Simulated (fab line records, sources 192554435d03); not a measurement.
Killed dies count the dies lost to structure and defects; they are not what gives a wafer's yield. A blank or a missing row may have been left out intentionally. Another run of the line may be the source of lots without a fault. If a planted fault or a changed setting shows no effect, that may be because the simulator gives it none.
Which tool did it? ; flow n5 finfet ; 11 lots, 33 wafers sampled, at 4 steps of a route of 1938

WHAT THE GAUGES SHOWED, per wafer
N5_BEOL_M6_INSPECT_30: inspects for defects (brightfield).
lot;measured;on;raw defect count
L075;day 8 19:30;defect inspect-01;435 289 296
L077;day 9 08:26;defect inspect-01;437 250 408
L079;day 9 10:53;defect inspect-01;351 320 278
L081;day 10 06:49;defect inspect-01;445 598 383
L082;day 10 13:45;defect inspect-01;591 381 406
L086;day 11 19:54;defect inspect-01;396 517 389
L088;day 11 21:51;defect inspect-02;370 295 330
L090;day 12 15:43;defect inspect-01;333 365 337
L091;day 12 22:43;defect inspect-01;302 287 288
L095;day 13 21:56;defect inspect-01;209 270 206
L096;day 14 02:31;defect inspect-01;349 398 387

WHICH TOOL RAN EACH LOT (tool, then ch and the chambers of the sampled wafers, then the start)
lot;N5_BEOL_M5_DEP_56;N5_BEOL_M6_DESCUM_16;N5_BEOL_M6_ETCH_62
L075;pecvd-01 ch 0,1,2, day 8 14:44;rie diel-02 ch 0,1,2, day 8 16:49;rie diel-02 ch 0,1,2, day 8 16:54
L077;pecvd-01 ch 0,1,2, day 9 02:32;rie diel-01 ch 0,1,3, day 9 06:10;rie diel-01 ch 0,1,3, day 9 06:16
L079;pecvd-04 ch 0,1,2, day 9 06:46;rie diel-01 ch 1,2,3, day 9 10:01;rie diel-01 ch 1,2,3, day 9 10:06
L081;pecvd-01 ch 0,1, day 10 03:44;rie diel-02 ch 0,2,3, day 10 05:44;rie diel-02 ch 0,2,3, day 10 05:50
L082;pecvd-01 ch 0,1, day 10 08:40;rie diel-02 ch 0,1,2, day 10 12:51;rie diel-02 ch 0,1,2, day 10 12:56
L086;pecvd-04 ch 0,1, day 11 13:17;rie diel-02 ch 0,1,3, day 11 16:28;rie diel-02 ch 0,1,3, day 11 16:34
L088;pecvd-03 ch 0,1,2, day 11 17:41;rie diel-06 ch 0,1,3, day 11 20:52;rie diel-06 ch 0,1,3, day 11 20:57
L090;pecvd-04 ch 0,1, day 12 10:32;rie diel-02 ch 2,3, day 12 12:22;rie diel-02 ch 2,3, day 12 12:27
L091;pecvd-03 ch 0,1,2, day 12 18:31;rie diel-02 ch 0,2, day 12 21:46;rie diel-02 ch 0,2, day 12 21:52
L095;pecvd-04 ch 0,1,2, day 13 14:13;rie diel-01 ch 0,1,3, day 13 16:05;rie diel-01 ch 0,1,3, day 13 16:10
L096;pecvd-04 ch 0,1, day 13 23:47;rie diel-02 ch 1,3, day 14 01:14;rie diel-02 ch 1,3, day 14 01:19
- N5_BEOL_M5_DEP_56: deposits SiCN from 3MS/NH3, target thk 8 nm, time 14 s.
- N5_BEOL_M6_DESCUM_16: chemistry O2, time 7.9 s.
- N5_BEOL_M6_ETCH_62: etches SOC in N2/H2, target depth 110 nm, overetch 22 nm, time 165 s.

THE ANSWER, worked out from the rows above alone
Rule: what is usual is taken from the lots themselves. Put in order of their means at a reading, lots are off if they are a third of the lots or fewer, leave a main group of 4 or more, and stand apart from it by a gap of 3 or more times the standard deviation of the main group's means; of several such gaps the widest counts. The tables above print the reading to a certain number of digits; a main group whose means all agree to those digits is not used. Also off: a lot with no number at a reading for which 4 or more lots have one. The other lots that the step has rows for count as sound.
No lot is off on any of the readings shown, so nothing can be concluded from this.

WHAT WAS PUT IN BY THE SIMULATOR
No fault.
